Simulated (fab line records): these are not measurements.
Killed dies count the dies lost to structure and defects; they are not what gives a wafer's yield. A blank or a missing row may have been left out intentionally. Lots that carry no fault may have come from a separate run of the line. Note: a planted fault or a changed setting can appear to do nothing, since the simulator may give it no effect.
Chamber matching | flow nandHarc | NHARC_A_CHANNEL_HOLE_D1_ETCH_44 on rieDiel-08 has 4 sister chambers
The step etches the open film in CF4/O2, target depth 140 nm, overetch 14 nm, time 77 s. 4 wafers are shown with their chamber, then 7 later ones without.

== WAFERS, EACH WITH ITS CHAMBER ==
wafer  | chamber | drypumpMotorCurrentA (A)
L080.4 | 2       | 5.60
L082.6 | 0       | 5.35
L083.1 | 1       | 5.59
L083.3 | 3       | 5.79

== WAFERS WITHOUT THEIR CHAMBER ==
wafer  | drypumpMotorCurrentA (A)
L083.4 | 5.37
L089.2 | 5.34
L089.3 | 5.59
L089.6 | 5.34
L090.1 | 5.84
L090.3 | 5.34
L090.6 | 5.57

== CHAMBER TAKEN BY EACH ==
wafer  | from the rows above     | in truth
L083.4 | 0                       | 0
L089.2 | 0                       | 0
L089.3 | can't be placed: 1 or 2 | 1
L089.6 | 0                       | 0
L090.1 | 3                       | 3
L090.3 | 0                       | 0
L090.6 | can't be placed: 1 or 2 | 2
Placed correctly: 5 of 7. From these rows, 2 cannot be placed; in 2 the true chamber is one of the candidates. Placed wrongly: 0.
How it was worked out, from the rows above alone: a wafer's distance from a chamber is the root of the sum, over the readings, of the square of ((its reading less the chamber's mean) divided by the reading's scatter). If the next closest chamber is less than 2 further off than the closest, the wafer can't be placed; otherwise it belongs to the closest. For every chamber, the mean is computed from those of its wafers that are shown. The scatter: root of mean squared gap, hidden wafer to nearest shown wafer, with one shown wafer a chamber.
